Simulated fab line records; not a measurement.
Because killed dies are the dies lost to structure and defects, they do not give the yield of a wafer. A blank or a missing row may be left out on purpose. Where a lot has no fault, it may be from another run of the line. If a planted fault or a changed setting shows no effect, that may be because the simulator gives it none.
8D (eight disciplines) problem report, filled in by code / flow n5-finfet / the parts of the form that need people (team, actions taken, sign-off) are left out

== 1. PROBLEM STATEMENT ==
At N5_BEOL_M2_CO_CAP_55, run-length-s averages 74.3 s over 3 wafers from 2 lots, while fault-free wafers read 125.1 s, standard deviation 0.55. That puts it -92 standard deviations away from the usual mean.
The step: material Co, precursor CCTBA/H2, target thk 2 nm, time 102.1 s.
Earliest sighting: wafer L703.3 on cvd-co-02 at day 8 00:27. At this step, 18 wafers from 6 lots have a number in the record. Rule for "out", or "out of limits": more than 4 standard deviations from the usual mean. Any other wafer with a number is counted as sound.

== 2. WHAT IT IS, AND WHAT IT ISN'T ==
question=which readings at this step | is=run-length-s | is not=heater-power-w
question=which lots | is=L703, L705 | is not=L719, L720, L721, L722
question=which wafers of those lots | is=L703.3, L703.5, L705.5 | is not=L703.2, L705.4, L705.6
question=read on which tools | is=cvd-co-02 | is not=cvd-co-01
question=when | is=from day 8 00:27 | is not=up to then (1 sound wafer); but 14 sound wafers of L705, L719, L720, L721, L722 came after

== 3. THE SUSPECTS, EACH WITH WHAT RULES IT OUT ==
Counting: if a tool at a process step up to the reading ran every lot that is out, it stays a suspect. Sound lots after the first of them don't rule it out here, since some wafers of a struck lot are sound.
- pvd-sputter-01 at N5_BEOL_M2_SPUTTER_94 (material Cu, target thk 4.5 nm, time 8.29 s): kept. It ran every lot that is out, first L703 (day 7 23:17).
- pvd-sputter-01 at N5_BEOL_M2_ANNEAL_95 (time 240 s): kept. It ran every lot that is out, first L703 (day 7 23:22).
- pvd-sputter-01 at N5_BEOL_M2_SPUTTER_96 (material Cu, target thk 4.5 nm, time 8.29 s): kept. It ran every lot that is out, first L703 (day 7 23:31).
- rtp-anneal-01 at N5_BEOL_M2_ANNEAL_51 (time 90 s): kept. It ran every lot that is out, first L703 (day 7 23:49).
- cvd-co-02 at N5_BEOL_M2_PRE_CLEAN_60 (time 15 s): kept. It ran every lot that is out, first L703 (day 8 00:25).
- cvd-co-02 at N5_BEOL_M2_CO_CAP_55 (material Co, precursor CCTBA/H2, target thk 2 nm, time 102.1 s): kept. It ran every lot that is out, first L703 (day 8 00:27). Its own readings are out on those wafers: run-length-s.
Left after counting: pvd-sputter-01 at N5_BEOL_M2_SPUTTER_94, pvd-sputter-01 at N5_BEOL_M2_ANNEAL_95, pvd-sputter-01 at N5_BEOL_M2_SPUTTER_96, rtp-anneal-01 at N5_BEOL_M2_ANNEAL_51, cvd-co-02 at N5_BEOL_M2_PRE_CLEAN_60, cvd-co-02 at N5_BEOL_M2_CO_CAP_55.

== 4. THE CAUSE (what the simulator had put in) ==
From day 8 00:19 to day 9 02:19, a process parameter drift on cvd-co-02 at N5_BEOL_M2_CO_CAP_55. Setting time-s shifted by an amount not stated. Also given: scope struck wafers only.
6 suspects survive the count, and this tool is in that group.

== 5. SEQUENCE OF EFFECTS, ordered by route ==
One row per reading whose mean, taken over the struck wafers that have a number, lies over 3 standard deviations from the usual. Readings are gone through only where the record gives a usual standard deviation; hours: the median, over the lots, of the time from a lot's start at the first step in this table giving one to that lot's start at this step; sigmas: the change measured in usual standard deviations.
hours=0; step=N5_BEOL_M2_CO_CAP_55; reading=run-length-s; usual=125.1 s; on struck wafers=74.3; change=-50.8; sigmas=-92
Here are the process steps it includes:
- N5_BEOL_M2_CO_CAP_55: material Co, precursor CCTBA/H2, target thk 2 nm, time 102.1 s.
Later measuring or inspecting steps at which every struck wafer that the step has a row for has a number for every such reading, and none has moved that far: N5_BEOL_M4_RC_MEAS_101.

== 6. WHAT WOULD HAVE CAUGHT IT SOONER ==
0 hours passed between the start of the fault at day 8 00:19 and the first reading out of limits in this record, taken at day 8 00:27.
